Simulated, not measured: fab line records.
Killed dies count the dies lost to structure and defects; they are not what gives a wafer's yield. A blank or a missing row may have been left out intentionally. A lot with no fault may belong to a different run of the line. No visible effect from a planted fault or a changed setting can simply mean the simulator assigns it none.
Matching of chambers | flow nand-harc | 4 sister chambers for NHARC_A_M1_DESCUM_14 on rie-diel-10
The step chemistry O2, time 3 s. 4 wafers are shown with their chamber, then 8 later ones without.

WAFERS WITH THEIR CHAMBER
wafer  | chamber | showerhead-plenum-p-Torr (Torr)
L081.2 | 3       | 2.05
L083.2 | 1       | 1.87
L083.5 | 0       | 2.03
L084.1 | 2       | 1.90

WAFERS WITH NO CHAMBER GIVEN
wafer  | showerhead-plenum-p-Torr (Torr)
L084.3 | 1.87
L084.6 | 1.87
L085.1 | 1.87
L085.2 | 1.90
L085.4 | 2.05
L097.1 | 2.03
L097.2 | 2.04
L097.5 | 1.87

WHICH CHAMBER EACH WENT THROUGH
wafer  | from the rows above     | in truth
L084.3 | 1                       | 1
L084.6 | 1                       | 1
L085.1 | 1                       | 1
L085.2 | 2                       | 2
L085.4 | 3                       | 3
L097.1 | 0                       | 0
L097.2 | can't be placed: 3 or 0 | 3
L097.5 | 1                       | 1
Placed correctly: 7 of 8. Not placeable from these rows: 1 (in 1, the candidates include the true chamber). Wrongly placed: 0.
How it was worked out, from the rows above alone: a wafer's distance from a chamber is the root of the sum, over the readings, of the square of ((its reading less the chamber's mean) divided by the reading's scatter). If the next closest chamber is less than 2 further off than the closest, the wafer can't be placed; otherwise it belongs to the closest. A chamber's mean is the mean of its shown wafers. The scatter: root of mean squared gap, hidden wafer to nearest shown wafer, with one shown wafer a chamber.
